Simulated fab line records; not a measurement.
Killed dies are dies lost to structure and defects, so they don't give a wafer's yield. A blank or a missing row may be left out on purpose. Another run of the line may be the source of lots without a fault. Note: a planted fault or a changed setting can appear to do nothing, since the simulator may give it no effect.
Matching of chambers | flow nand harc | NHARC_A_STAIRCASE_DEP_151 on pecvd-03: 3 sister chambers
The step deposits SiO2, target thk 3800 nm. 3 wafers are shown with their chamber, then 7 later ones without.

== EACH WAFER AND ITS CHAMBER ==
wafer  | chamber | heater power w (W)
L748.3 | 2       | 881
L749.2 | 1       | 612
L749.3 | 0       | 582

== WAFERS MISSING THEIR CHAMBER ==
wafer  | heater power w (W)
L749.5 | 521
L752.3 | 699
L752.5 | 536
L752.6 | 837
L753.2 | 643
L753.5 | 557
L753.6 | 863

== CHAMBER TAKEN BY EACH ==
wafer  | from the rows above          | in truth
L749.5 | can't be placed: 0 or 1      | 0
L752.3 | can't be placed: 1 or 0 or 2 | 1
L752.5 | can't be placed: 0 or 1      | 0
L752.6 | 2                            | 2
L753.2 | can't be placed: 1 or 0      | 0
L753.5 | can't be placed: 0 or 1      | 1
L753.6 | 2                            | 2
Correctly placed: 2 of 7. Unplaceable from these rows: 5, with the true chamber sitting among the candidates in 5. Number placed wrongly: 0.
How it was worked out, from the rows above alone: a wafer's distance from a chamber is the root of the sum, over the readings, of the square of ((its reading less the chamber's mean) divided by the reading's scatter). The wafer belongs to the nearest chamber; if the next one is less than 2 further off, it can't be placed. For every chamber, the mean is computed from those of its wafers that are shown. The scatter: root of mean squared gap, hidden wafer to nearest shown wafer, with one shown wafer a chamber.
